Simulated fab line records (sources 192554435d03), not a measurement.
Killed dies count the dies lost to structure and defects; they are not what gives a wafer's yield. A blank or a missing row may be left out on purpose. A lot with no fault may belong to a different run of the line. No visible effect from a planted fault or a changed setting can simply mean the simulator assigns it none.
Chamber matching -- flow n5Finfet -- 3 sister chambers for N5_BEOL_M12_DEP_53 on pecvd-01
The step deposits SiCN from 3MS/NH3, target thk 30 nm, time 10.5 s. 3 wafers are shown with their chamber, then 12 later ones without.

== WAFERS, EACH WITH ITS CHAMBER ==
wafer,chamber,showerheadPlenumPTorr (Torr)
L092.5,0,4.21
L089.4,2,4.11
L089.6,1,4.13

== WAFERS WITH NO CHAMBER GIVEN ==
wafer,showerheadPlenumPTorr (Torr)
L091.1,4.10
L091.2,4.12
L091.6,4.11
L095.1,4.20
L095.2,4.10
L095.3,4.11
L095.4,4.12
L095.5,4.20
L095.6,4.11
L097.1,4.10
L097.2,4.11
L097.6,4.09

== EACH ONE'S CHAMBER ==
wafer,from the rows above,in truth
L091.1,2,2
L091.2,can't be placed: 1 or 2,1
L091.6,2,2
L095.1,0,0
L095.2,2,2
L095.3,2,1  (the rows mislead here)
L095.4,can't be placed: 1 or 2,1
L095.5,0,0
L095.6,2,2
L097.1,2,2
L097.2,2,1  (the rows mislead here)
L097.6,2,2
Correct placement for 8 of the 12. These rows do not allow placing 2 (true chamber among the candidates in 2). 2 placed wrongly.
How it was worked out, from the rows above alone: a wafer's distance from a chamber is the root of the sum, over the readings, of the square of ((its reading less the chamber's mean) divided by the reading's scatter). If the next closest chamber is less than 2 further off than the closest, the wafer can't be placed; otherwise it belongs to the closest. The mean given for a chamber averages the wafers shown for that chamber. The scatter (one wafer shown for each chamber): square how far every hidden wafer sits from the nearest shown wafer, average those squares and take the square root.
